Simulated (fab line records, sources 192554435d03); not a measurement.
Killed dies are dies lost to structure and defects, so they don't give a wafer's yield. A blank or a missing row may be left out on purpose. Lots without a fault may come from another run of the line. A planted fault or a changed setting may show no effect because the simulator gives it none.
fab line records | flow n5_finfet
record lots=6 wafers=18 last_day=17
route steps=1938 shown HKMG_FIN@449 BEOL_M4@1111 PASSIVATION@1936
lots that met no fault: from a run of the same line without faults
start_h: hours from the record's first day to the start of the lot's first wafer shown | wait_h: hours since the lot's step before | " the same as in the row above | L1.1+2: a row that stands for several wafers | - no value, or no start given | * or withheld: withheld | < > ~ a bound
route shown NAME@n: a module of which the file shows steps, and the number in the route of the first | usual: mean/standard deviation of fault-free wafers | same: alike in all rows | chamber/n: place in a boat | sites: the reading at each site | _std_site: their standard deviation | _edge_site: outer sites' mean less inner sites' | radius_mm: how far each site lies from the wafer's centre | mask NAME#n: copy n | behind: the tool/chamber that last shaped the wafer | hold: why the lot was held/for how many hours/how that ended | device: the transistor (n, p or np) that didn't switch | end of line: the same wafers' tests at the end of the route | a step without rows: its recipe alone | killed: dies lost to structure and defects at the first sort, not the wafer's yield | map: a wafer's dies, x killed, . not, _ none there
set.NAME: the setting as run; set.NAME@STEP: as run at that earlier step | model.NAME: the simulator's own value behind a step, which no gauge read
lots at some steps of the route; a table a step, a row a wafer
services: from which hour (start_h, from the record's first day; less than 0 if before it) a tool's chamber was out of use, for how many hours, and why
## steps
# step N5_HKMG_FIN_ALD_71
# recipe material=TiN target_thk_a=10 temp_c=400 ald_precursor_family=TiCl4 ald_co_reactant=NH3 pulse_time_s=1 purge_time_s=3 co_reactant_purge_time_s=2 co_reactant_pulse_time_s=2 ald_cycles=47 pressure_torr=3
# usual heater_power_w=904/100 precursor_pulse_height_rel=1.002/0.02 susceptor_temp_C=399.99/0.23
# same purge_time_s=3
# columns lot.wafer tool chamber start_h wait_h heater_power_w precursor_pulse_height_rel susceptor_temp_C
L543.1 ald_metal-01 0 84.20 0.0 1041 0.997 400.09
L543.3 " 2 " " 987 1.031 400.14
L543.4 " 1 " " 795 1.008 399.87
L548.1 ald_metal-02 3 114.59 0.0 884 1.031 399.84
L548.4 " 2 " " 922 0.998 399.94
L548.5 " 2 " " 913 1.006 399.85
L549.2 ald_metal-01 2 120.42 0.0 993 0.994 400.11
L549.3 " 3 " " 904 1.027 400.02
L549.6 " 1 " " 805 1.019 399.81
L550.1 ald_metal-04 1 132.19 0.0 764 0.990 399.88
L550.3 " 3 " " 997 0.998 400.51
L550.6 " 3 " " 994 1.040 400.23
L559.1 ald_metal-04 3 181.43 0.0 981 1.009 399.84
L559.3 " 0 " " 929 1.036 399.77
L559.4 " 2 " " 820 1.008 400.03
L564.2 ald_metal-04 0 209.27 0.0 960 0.994 400.20
L564.3 " 3 " " 973 0.965 399.83
L564.5 " 0 " " 975 0.989 400.14
# step N5_HKMG_FIN_COAT_66
# recipe resist=SOC temp_c=250 time_s=60 spin_rpm=1500 resist_thk_nm=300
# step N5_HKMG_FIN_ETCH_67
# recipe chemistry=N2/H2 target=SOC target_depth_a=3889 stop_on=TiN ion_energy_ev=100 bias_w=61 pressure_mtorr=30 source_w=850 n2_flow_sccm=200 h2_flow_sccm=200
# usual drypump_motor_current_A=5.4/0.5 n2_flow_sccm=200.0/0.59 oes_product_au=0.78/0.11 rf_fwd_power_W=844/3.5 rf_vpp_V=240.8/1.1 showerhead_plenum_p_Torr=2.55/0.075 throttle_valve_pct=17.89/0.23
# columns lot.wafer tool chamber start_h wait_h drypump_motor_current_A n2_flow_sccm oes_product_au rf_fwd_power_W rf_hours_counter_h rf_vpp_V showerhead_plenum_p_Torr throttle_valve_pct
L543.1 rie_diel-06 1 84.55 - 5.9 199.2 0.68 847 195 239.7 2.49 17.92
L543.3 " 2 " " 4.7 199.4 0.68 846 219 241.0 2.50 18.00
L543.4 " 0 " " 5.3 200.7 0.96 843 5 242.1 2.62 17.55
L548.1 rie_diel-03 2 114.93 - 5.8 199.9 0.95 839 10 241.1 2.62 17.85
L548.4 " 3 " " 5.5 200.5 0.71 845 - 242.3 2.65 18.30
L548.5 " 3 " " 5.5 199.6 0.70 843 - 241.7 2.65 18.30
L549.2 rie_diel-03 2 120.85 - 5.8 199.9 0.94 840 13 239.2 2.62 17.86
L549.3 " 3 " " 5.5 199.6 0.71 840 216 241.3 2.65 18.31
L549.6 " 2 " " 5.8 199.4 0.95 841 - 242.0 2.62 17.85
L550.1 rie_diel-05 3 132.53 - 6.1 200.4 0.70 846 182 240.1 2.54 18.10
L550.3 " 1 " " 5.1 200.1 0.88 849 16 240.9 2.59 17.58
L550.6 " 3 " " 6.1 200.1 0.70 849 - 242.0 2.54 18.11
L559.1 rie_diel-06 1 181.77 - 5.9 201.0 0.65 853 235 241.4 2.47 18.01
L559.3 " 0 " " 5.3 200.4 0.88 842 38 241.1 2.60 17.60
L559.4 " 3 " " 4.9 199.8 0.68 847 - 242.1 2.62 18.01
L564.2 rie_diel-06 0 209.62 - 5.2 200.4 0.86 839 48 240.9 2.60 17.64
L564.3 " 3 " " 4.8 200.3 0.66 843 222 243.9 2.62 18.03
L564.5 " 2 " " 4.7 199.4 0.93 844 - 241.3 2.48 17.63
# step N5_HKMG_FIN_STRIP_90
# recipe chemistry=N2/H2 material=SOC time_s=20 power_w=500 temp_c=40 pressure_mtorr=50 rf_frequency_hz=6e+07 bias_power_w=8 h2_frac=0.5 n2_flow_sccm=300 h2_flow_sccm=300
# usual drypump_motor_current_A=5.4/0.5 n2_flow_sccm=300.0/0.97 oes_product_au=0.79/0.12 rf_fwd_power_W=497.2/1.7 rf_vpp_V=54.2/0.78 showerhead_plenum_p_Torr=3.36/0.095 throttle_valve_pct=19.2/0.41
# columns lot.wafer tool chamber start_h wait_h drypump_motor_current_A n2_flow_sccm oes_product_au rf_fwd_power_W rf_hours_counter_h rf_vpp_V showerhead_plenum_p_Torr throttle_valve_pct
L543.1 rie_diel-06 1 84.61 0.0 5.9 300.1 0.69 500.9 195 55.1 3.29 19.0
L543.3 " 2 " " 4.7 299.8 0.70 498.6 219 55.4 3.30 19.0
L543.4 " 0 " " 5.2 300.9 0.99 494.2 5 54.8 3.45 19.0
L548.1 rie_diel-03 2 115.02 0.1 5.8 300.7 0.94 495.1 10 53.1 3.46 20.0
L548.4 " 3 " " 5.5 298.5 0.71 496.3 - 54.9 3.49 19.7
L548.5 " 3 " " 5.5 298.2 0.71 496.1 - 53.9 3.49 19.7
L549.2 rie_diel-03 2 120.91 0.0 5.8 299.6 0.94 494.6 13 55.3 3.46 20.0
L549.3 " 3 " " 5.5 298.7 0.70 494.9 216 56.0 3.49 19.7
L549.6 " 2 " " 5.8 300.6 0.93 496.5 - 54.3 3.46 20.0
L550.1 rie_diel-05 3 132.59 0.0 6.1 300.4 0.70 501.0 182 52.9 3.35 19.5
L550.3 " 1 " " 5.1 300.5 0.87 497.8 16 54.5 3.42 18.8
L550.6 " 3 " " 6.1 299.7 0.70 499.5 - 53.3 3.35 19.5
L559.1 rie_diel-06 1 181.83 0.0 5.9 300.6 0.66 499.7 235 54.8 3.27 19.1
L559.3 " 0 " " 5.3 300.1 0.90 497.2 38 53.8 3.43 19.1
L559.4 " 3 " " 4.8 301.4 0.68 499.6 - 54.2 3.46 19.0
L564.2 rie_diel-06 0 209.68 0.0 5.3 300.3 0.89 495.8 48 54.7 3.43 19.1
L564.3 " 3 " " 4.8 300.4 0.67 497.3 222 54.1 3.46 19.0
L564.5 " 2 " " 4.7 299.0 0.94 494.1 - 55.2 3.28 18.7
# step N5_HKMG_FIN_WET_ETCH_73
# recipe chemistry=SC1 mix=1:2:40 temp_c=50 time_s=42.3 target_depth_nm=1.3 dry=ipa_marangoni rinse_time_s=30 rinse_temp_c=23
# step N5_HKMG_FIN_ETCHBACK_68
# recipe chemistry=Cl2/Ar stop_on=HfO2 target_depth_a=5 pressure_mtorr=10 icp_w=600 bias_w=60 Cl2_flow_sccm=40 Ar_flow_sccm=60
# usual drypump_motor_current_A=5.78/0.29 oes_product_au=0.80/0.062 rf_fwd_power_W=597.1/2.1 throttle_valve_pct=20.9/0.37
# columns lot.wafer tool chamber start_h wait_h drypump_motor_current_A oes_product_au rf_fwd_power_W rf_hours_counter_h throttle_valve_pct
L543.1 rie_metal-01 0 84.76 0.0 5.96 0.80 597.2 24 20.5
L543.3 " 0 " " 5.94 0.80 595.7 - 20.5
L543.4 " 1 " " 5.22 0.75 596.4 - 20.9
L548.1 rie_metal-02 1 115.21 0.0 5.89 0.83 597.5 24 21.4
L548.4 " 1 " " 5.88 0.83 598.7 - 21.4
L548.5 " 1 " " 5.90 0.83 596.8 - 21.4
L549.2 rie_metal-03 0 121.06 0.0 5.76 0.77 597.4 51 20.8
L549.3 " 0 " " 5.79 0.77 597.5 - 20.8
L549.6 " 1 " " 5.83 0.81 598.1 - 21.0
L550.1 rie_metal-02 1 132.75 0.0 5.88 0.82 598.6 25 21.4
L550.3 " 1 " " 5.90 0.81 598.1 - 21.4
L550.6 " 1 " " 5.89 0.82 599.8 - 21.4
L559.1 rie_metal-02 1 182.06 0.0 5.92 0.79 596.6 31 21.5
L559.3 " 0 " " 5.98 0.71 595.1 - 20.7
L559.4 " 1 " " 5.89 0.79 594.9 - 21.5
L564.2 rie_metal-02 0 209.84 0.0 5.97 0.86 596.0 11 20.5
L564.3 " 1 " " 5.86 0.79 600.2 - 21.5
L564.5 " 1 " " 5.89 0.78 597.9 - 21.5
# step N5_HKMG_FIN_STRIP_69
# recipe chemistry=N2/H2 power_w=2500 temp_c=300 h2_frac=0.65 time_s=360 pressure_mtorr=withheld n2_flow_sccm=1750 h2_flow_sccm=3250
# step N5_HKMG_FIN_ALD_21
# recipe material=TiN target_thk_a=15 temp_c=400 ald_precursor_family=TiCl4 ald_co_reactant=NH3 pulse_time_s=1 purge_time_s=3 co_reactant_purge_time_s=2 co_reactant_pulse_time_s=2 ald_cycles=68 pressure_torr=3
# usual heater_power_w=902/100 precursor_pulse_height_rel=0.999/0.019 susceptor_temp_C=400.01/0.24
# same purge_time_s=3
# columns lot.wafer tool chamber start_h wait_h heater_power_w precursor_pulse_height_rel susceptor_temp_C
L543.1 ald_metal-04 0 85.29 0.3 983 0.986 399.64
L543.3 " 3 " " 988 0.975 400.10
L543.4 " 2 " " 827 1.009 400.02
L548.1 ald_metal-04 3 115.73 0.3 948 1.004 399.91
L548.4 " 2 " " 829 1.013 399.94
L548.5 " 3 " " 973 1.001 400.46
L549.2 ald_metal-04 2 121.60 0.3 793 0.976 399.75
L549.3 " 3 " " 970 0.991 400.22
L549.6 " 0 " " 966 0.968 399.71
L550.1 ald_metal-02 1 133.28 0.3 684 0.984 399.92
L550.3 " 2 " " 891 1.006 400.15
L550.6 " 1 " " 694 1.030 400.23
L559.1 ald_metal-02 2 182.58 0.3 900 0.988 399.76
L559.3 " 1 " " 697 1.017 400.32
L559.4 " 0 " " 1001 0.984 399.70
L564.2 ald_metal-04 0 210.36 0.3 972 1.006 400.33
L564.3 " 1 " " 797 0.995 399.79
L564.5 " 0 " " 929 0.963 400.06
# step N5_HKMG_FIN_ALD_72
# recipe material=W target_thk_a=20 temp_c=300 pressure_torr=7.5 ald_precursor_family=WF6 ald_co_reactant=B2H6 pulse_time_s=1 purge_time_s=2 co_reactant_purge_time_s=2 co_reactant_pulse_time_s=3 ald_cycles=7
# step N5_HKMG_FIN_W_FILL_22
# recipe material=W target_thk_a=600 temp_c=400 pressure_torr=39.4 time_s=18.2
# step N5_HKMG_FIN_PRECLEAN_83
# recipe chemistry=DIW time_s=57.5 temp_c=23
# step N5_HKMG_FIN_SRD_84
# recipe dry_time_s=32 dry=n2_spin spin_rpm=1500
# step N5_HKMG_FIN_CMP_23
# recipe stop_on=SiNx t_overpolish_s=10 post_cmp_clean=rinse_only down_force_psi=4 platen_rpm=50.289 pad_velocity_m_s=1.0006 target_thk_nm=46.326
# usual edge_zone_pressure_frac=0.999/0.005 head_pressure_psi=4.001/0.0088 motor_current_A=12.3/1.1 overpolish_run_s=9.98/0.16 platen_rpm=50.28/0.034 retaining_ring_pressure_frac=0.999/0.0049 slurry_filter_dp_kPa=13.49/0.14 time_to_endpoint_s=12/3.3
# columns lot.wafer tool chamber start_h wait_h edge_zone_pressure_frac head_pressure_psi motor_current_A overpolish_run_s platen_rpm retaining_ring_pressure_frac slurry_filter_dp_kPa time_to_endpoint_s
L543.3 cmp-04 2 85.90 0.1 1.009 4.001 10.2 9.98 50.28 1.002 13.53 15
L543.4 " 3 " " 0.997 3.972 14.5 9.99 50.32 1.003 13.54 10
L543.1 " 0 " " 0.993 4.006 11.9 9.99 50.30 1.006 13.11 14
L548.1 cmp-02 1 116.27 0.0 0.994 3.994 13.9 9.99 50.25 1.001 13.43 11
L548.4 " 0 " " 0.994 4.014 12.5 10.01 50.28 1.000 13.35 14
L548.5 " 2 " " 0.994 4.016 11.5 10.00 50.20 1.003 13.47 12
L549.3 cmp-02 3 122.21 0.1 1.003 4.000 11.3 10.00 52.28 0.999 13.43 9
L549.2 " 1 " " 1.006 3.999 13.5 10.02 52.25 0.999 13.55 10
L549.6 " 3 " " 1.003 4.005 11.7 10.00 52.36 0.995 13.39 11
L550.3 cmp-02 1 133.89 0.1 1.000 4.000 13.7 10.01 52.29 0.999 13.55 13
L550.1 " 3 " " 0.998 3.978 11.7 9.98 52.26 1.008 13.42 14
L550.6 " 0 " " 0.994 3.989 12.0 10.00 52.33 0.999 13.47 14
L559.1 cmp-01 2 183.12 0.0 1.007 4.009 13.7 10.00 50.31 1.002 13.64 6
L559.4 " 0 " " 1.008 4.009 13.1 9.99 50.25 1.004 13.64 5
L559.3 " 1 " " 0.987 4.006 11.4 9.99 50.25 1.003 13.33 12
L564.3 cmp-01 0 210.89 0.0 0.997 4.008 13.2 10.01 50.29 1.009 13.22 6
L564.2 " 3 " " 1.001 3.995 12.2 10.00 50.25 0.997 13.47 17
L564.5 " 1 " " 0.998 3.999 11.7 9.98 50.20 0.998 13.43 14
# step N5_HKMG_FIN_CMP_94
# recipe stop_on=SiNx post_cmp_clean=w_dilute_nh4oh t_overpolish_s=4.7 down_force_psi=4 platen_rpm=50.289 pad_velocity_m_s=1.0006 target_thk_nm=43.299
# step N5_BEOL_M4_RC_MEAS_101
# usual DIBL_N=36.9/2.1 DIBL_P=37.1/2.5 IOFF_N=0.17/0.039 IOFF_P=0.23/0.043 ION_N=673/15 ION_P=462/9.1 SS_N=71.8/0.69 SS_P=73.6/0.74 VT_N=250/3.6 VT_P=-249.7/2.9
# columns lot.wafer tool chamber start_h wait_h DIBL_N[mV/V] DIBL_P[mV/V] IOFF_N[nA/um] IOFF_P[nA/um] ION_N[uA/um] ION_P[uA/um] SS_N[mV/dec] SS_P[mV/dec] VT_N[mV] VT_P[mV]
L543.1 prober-02 0 177.68 0.0 38.0 38.5 0.19 0.26 676 470 72.5 74.5 248 -245.8
L543.3 " 0 " " 34.6 34.4 0.13 0.18 653 447 71.3 73.0 254 -249.8
L543.4 " 0 " " 35.9 38.0 0.17 0.25 668 464 71.7 73.8 251 -246.4
L548.1 prober-01 0 198.18 0.0 39.4 40.2 0.21 0.28 685 467 72.0 73.8 248 -244.5
L548.4 " 0 " " 36.6 37.0 0.14 0.22 651 444 71.7 72.9 253 -250.8
L548.5 " 0 " " 38.8 39.3 0.19 0.26 667 462 71.9 73.0 249 -246.6
L549.2 prober-02 0 205.53 0.2 39.2 38.0 0.18 0.25 682 468 72.1 74.3 248 -247.4
L549.3 " 0 " " 39.5 38.7 0.19 0.27 658 455 72.3 73.8 249 -248.0
L549.6 " 0 " " 38.4 36.9 0.16 0.23 674 465 71.6 73.3 249 -250.0
L550.1 prober-02 0 218.42 0.0 33.0 33.9 0.13 0.19 677 470 70.7 72.6 249 -250.4
L550.3 " 0 " " 38.5 40.7 0.24 0.30 679 464 72.9 74.2 244 -243.8
L550.6 " 0 " " 39.1 41.6 0.26 0.32 699 472 72.8 75.1 241 -246.1
L559.1 prober-01 0 267.24 0.0 38.3 39.8 0.20 0.27 673 466 71.8 73.5 248 -246.5
L559.3 " 0 " " 33.0 33.7 0.12 0.17 668 461 70.6 72.0 254 -255.0
L559.4 " 0 " " 34.1 33.8 0.13 0.17 647 449 70.8 72.3 252 -254.0
L564.2 prober-02 0 302.25 0.2 33.7 33.2 0.11 0.17 641 446 70.5 72.0 255 -254.4
L564.3 " 0 " " 33.9 32.4 0.12 0.16 660 451 71.4 72.4 251 -255.9
L564.5 " 0 " " 36.3 35.9 0.15 0.20 657 453 71.7 73.6 252 -250.6
# step N5_PASSIVATION_PROBE_49
# usual defect_limited_yield=91.3/1.4 killed_at_M0_to_M3=32/9.5 killed_at_M4_up=14/5.2 killed_at_contacts=13/5.7 killed_at_front_end=41/12 killed_at_other=3.5/2.6 killed_dies=103/17 killed_open=68/14 killed_short=32/7 sort_bin_5_function=5.0/0.91 sort_bin_6_memory=3.3/0.7 sort_bin_8_speed=0.03/0.22 sort_n_pass=1076/17 sort_yield_pct=91.2/1.4
# same gross_dies=1180 killed_at_back_side=0 sort_bin_4_leakage[%]=0
# columns lot.wafer tool chamber start_h wait_h defect_limited_yield[%] killed_at_M0_to_M3 killed_at_M4_up killed_at_contacts killed_at_front_end killed_at_other killed_dies killed_open killed_short sort_bin_5_function[%] sort_bin_6_memory[%] sort_bin_8_speed[%] sort_n_pass sort_yield_pct[%]
L543.1 prober-02 - 273.98 0.0 92.1 24 13 20 32 4 93 61 30 4.2 3.4 0 1087 92.1
L543.3 prober-02 - 274.08 0.1 91.9 28 20 18 26 3 95 67 21 4.3 3.0 0 1085 91.9
L543.4 prober-02 - 274.13 0.2 92.8 20 24 18 20 3 85 61 23 4.7 2.5 0 1095 92.8
L548.1 prober-02 - 303.03 0.1 90.5 32 23 5 51 1 112 73 31 4.8 3.6 0 1068 90.5
L548.4 prober-02 - 303.18 0.2 91.9 28 11 5 49 2 95 59 25 5.1 2.1 0.17 1084 91.9
L548.5 prober-02 - 303.23 0.3 91.9 20 13 21 40 2 96 66 30 4.6 3.2 0 1084 91.9
L549.2 prober-01 - 304.79 0.1 93.6 17 15 14 23 7 76 52 24 4.2 1.9 0 1104 93.6
L549.3 prober-01 - 304.84 0.1 93.5 30 9 20 16 2 77 59 15 4.0 2.5 0 1103 93.5
L549.6 prober-01 - 304.99 0.3 94.2 10 10 15 31 2 68 42 20 3.1 2.1 0.08 1112 94.2
L550.1 prober-01 - 314.62 0.0 90.8 33 10 10 52 4 109 67 29 5.4 2.5 0 1071 90.8
L550.3 prober-01 - 314.72 0.1 92.3 28 11 17 32 3 91 59 32 4.7 2.9 0 1089 92.3
L550.6 prober-01 - 314.87 0.3 92.0 22 13 12 45 2 94 49 41 3.8 3.4 0 1086 92.0
# killed by level:class
L543.1 MOL_CONTACT_COAG:geometric_particle:open=17 BEOL_M0_SAQP:geometric_particle:short=5 FIN_SAQP:geometric_particle:open=4 STI_FIN_REVEAL:geometric_particle:open=4 DUMMY_GATE:geometric_particle:open=4 GATE_CUT:geometric_particle:short=4 BEOL_M1:geometric_particle:open=4 SDB:geometric_particle:short=3
L543.3 MOL_CONTACT_COAG:geometric_particle:open=15 BEOL_M4:geometric_particle:open=9 BEOL_M3:geometric_particle:open=8 HKMG_FIN:area_etch=7 BEOL_M0_SAQP:geometric_particle:open=5 DUMMY_GATE:geometric_particle:open=4 GATE_CUT:geometric_particle:short=4 BEOL_M5:geometric_particle:open=4
L543.4 BEOL_M4:geometric_particle:open=16 MOL_CONTACT_COAG:geometric_particle:open=14 GATE_CUT:geometric_particle:short=6 BEOL_M1:geometric_particle:open=6 MOL_CONTACT_COAG:geometric_particle:short=4 BEOL_M0_SAQP:geometric_particle:short=4 BEOL_M3:geometric_particle:open=4 BEOL_M5:geometric_particle:open=4
L548.1 BEOL_M4:geometric_particle:open=13 STI_FIN_REVEAL:geometric_particle:open=12 HKMG_FIN:area_etch=8 BEOL_M3:geometric_particle:open=7 FIN_SAQP:geometric_particle:open=6 SPACER0:geometric_particle:short=6 BEOL_M0_SAQP:geometric_particle:open=6 MOL_CONTACT_COAG:geometric_particle:open=5
L548.4 BEOL_M2:geometric_particle:open=10 STI_FIN_REVEAL:geometric_particle:open=8 HKMG_FIN:area_etch=8 DUMMY_GATE:geometric_particle:open=7 BEOL_M1:geometric_particle:open=7 FIN_SAQP:geometric_particle:open=4 MOL_CONTACT_COAG:geometric_particle:open=4 BEOL_M0_SAQP:geometric_particle:open=4
L548.5 MOL_CONTACT_COAG:geometric_particle:open=17 STI_FIN_REVEAL:geometric_particle:open=10 FIN_SAQP:geometric_particle:short=7 BEOL_M0_SAQP:geometric_particle:short=5 BEOL_M2:geometric_particle:open=5 ILD0:geometric_particle:open=4 GATE_CUT:geometric_particle:short=4 MOL_CONTACT_COAG:geometric_particle:short=4
L549.2 MOL_CONTACT_COAG:geometric_particle:open=11 FIN_SAQP:geometric_particle:open=8 BEOL_M3:geometric_particle:open=7 BEOL_M0_SAQP:geometric_particle:short=5 BEOL_M5:geometric_particle:open=5 BEOL_M4:geometric_particle:open=4 PASS1_DEP:geometric_particle:short=4 STARTING-WAFER:geometric_particle:open=4
L549.3 MOL_CONTACT_COAG:geometric_particle:open=18 BEOL_M3:geometric_particle:open=9 BEOL_M0_SAQP:geometric_particle:open=8 BEOL_M2:geometric_particle:open=8 STI_FIN_REVEAL:geometric_particle:open=3 FIN_SAQP:geometric_particle:short=2 DUMMY_GATE:geometric_particle:open=2 ILD0:geometric_particle:short=2
L549.6 MOL_CONTACT_COAG:geometric_particle:open=13 FIN_SAQP:geometric_particle:short=6 HKMG_FIN:area_etch=5 DUMMY_GATE:geometric_particle:open=4 GATE_CUT:geometric_particle:short=4 BEOL_M4:geometric_particle:open=4 FIN_SAQP:geometric_particle:open=3 GATE_CUT:geometric_particle:open=3
L550.1 FIN_SAQP:geometric_particle:open=13 HKMG_FIN:area_etch=13 STI_FIN_REVEAL:geometric_particle:open=8 MOL_CONTACT_COAG:geometric_particle:open=8 BEOL_M3:geometric_particle:open=7 BEOL_M2:geometric_particle:open=6 BEOL_M4:geometric_particle:open=6 FIN_SAQP:geometric_particle:short=5
L550.3 MOL_CONTACT_COAG:geometric_particle:open=15 BEOL_M1:geometric_particle:open=10 FIN_SAQP:geometric_particle:open=9 GATE_CUT:geometric_particle:short=5 BEOL_M0:geometric_particle:open=4 BEOL_M3:geometric_particle:open=4 BEOL_M4:geometric_particle:open=4 STARTING-WAFER:geometric_particle:short=4
L550.6 GATE_CUT:geometric_particle:short=10 MOL_CONTACT_COAG:geometric_particle:open=9 FIN_SAQP:geometric_particle:short=8 FIN_SAQP:geometric_particle:open=7 BEOL_M4:geometric_particle:open=7 BEOL_M1:geometric_particle:open=4 BEOL_M1:geometric_particle:short=4 BEOL_M2:geometric_particle:open=4
## services
# columns tool chamber start_h hours kind
ald_metal-02 - 61.26 0.8 repair
rie_metal-02 - 72.97 1.4 pm
cmp-02 - 73.44 1.1 repair
ald_metal-02 3 77.14 10.3 repair
rie_diel-03 0 77.63 53.1 repair
cmp-02 - 78.33 5.5 pm
ald_metal-02 - 85.26 8.7 pm
cmp-02 - 92.31 1.2 repair
rie_diel-03 2 97.15 3.3 repair
rie_diel-06 0 100.78 9.1 repair
cmp-01 - 105.68 0.8 repair
ald_metal-02 - 113.07 0.6 repair
rie_diel-06 - 119.48 4.4 repair
rie_diel-06 0 124.63 1.7 repair
rie_metal-03 0 130.79 8.0 repair
ald_metal-02 - 134.71 0.4 repair
cmp-01 - 153.97 4.1 pm
cmp-02 - 154.51 1.9 repair
rie_diel-03 - 158.24 0.4 repair
rie_metal-03 - 160.87 28.1 pm
rie_diel-06 2 168.19 - clean
rie_diel-06 2 168.19 - consumable_replace:focus_ring
rie_diel-03 3 168.79 4.2 repair
cmp-04 - 172.72 1.8 repair
## key
first_sign step=N5_HKMG_FIN_CMP_23 reading=platen_rpm direction=up sigmas=59 usual=50.28 struck=52.29
effect none on later readings
met_at N5_HKMG_FIN_CMP_23
struck_wafers L549.2,L549.3,L549.6,L550.1,L550.3,L550.6
baseline_loss step=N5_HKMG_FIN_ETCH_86 wafers=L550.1
onset_between 116.27 122.21
fault kind=process_parameter_drift tool=cmp-02 chamber=- onset_h=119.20 steps=N5_HKMG_FIN_CMP_23 channel=platen_rpm offset=2.0116 shape=step end_h=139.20 acts_in=these_recipes_only stated=50.289
# baseline_loss: these wafers lose ten dies or more at that step, a loss of the line's own and not of a fault; the sort's usual values leave them out
